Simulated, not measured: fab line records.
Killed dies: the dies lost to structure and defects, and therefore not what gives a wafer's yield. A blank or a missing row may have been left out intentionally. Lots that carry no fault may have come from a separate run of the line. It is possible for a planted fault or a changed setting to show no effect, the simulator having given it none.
Which tool did it? + flow nand harc + 36 wafers sampled from 12 lots at 1 step of a route of 1302

WHAT THE GAUGES SHOWED, per wafer
NHARC_P_BONDPAD_CD_MEAS_09: the cd target is 500 nm.
| lot  | measured     | on        | cd nm (nm)        |
|------|--------------|-----------|-------------------|
| L076 | day 7 13:41  | cd sem-03 | 500.9 497.6 500.6 |
| L077 | day 7 19:30  | cd sem-02 | 500.7 498.6 499.3 |
| L079 | day 8 15:51  | cd sem-03 | 500.7 499.7 500.3 |
| L081 | day 9 10:50  | cd sem-03 | 500.1 501.4 501.8 |
| L083 | day 10 06:44 | cd sem-02 | 499.7 500.7 500.1 |
| L085 | day 11 00:56 | cd sem-01 | 499.3 501.0 500.1 |
| L087 | day 11 22:50 | cd sem-03 | 503.4 503.2 501.7 |
| L089 | day 12 17:59 | cd sem-02 | 500.4 499.6 500.9 |
| L091 | day 13 08:35 | cd sem-01 | 498.9 497.7 497.9 |
| L093 | day 14 18:01 | cd sem-01 | 500.8 500.9 499.8 |
| L095 | day 15 12:18 | cd sem-01 | 499.4 501.3 500.8 |
| L097 | day 16 05:59 | cd sem-02 | 500.9 499.6 498.4 |

WHAT TOOL EACH LOT RAN ON (gives the tool, then ch and the chambers of the sampled wafers, and finally the start)
There is no process step in the record ahead of these readings.

THE ANSWER, worked out from the rows above alone
Rule: usual is defined by the lots themselves. The widest of any qualifying gaps counts: lots, ordered by their means at a reading, are off when they make up no more than a third of the lots, leave a main group of 4 or more, and stand apart from it by 3 or more times the standard deviation of that group's means. A main group whose means are all the same, to the digits that the tables above print for the reading, isn't used. A lot without any number at a reading at which 4 lots or more have one is off too. Any other lot the step has rows for is counted as sound.
Nothing can be told from this: no lot is off at any reading shown.

WHAT HAD BEEN PUT IN BY THE SIMULATOR
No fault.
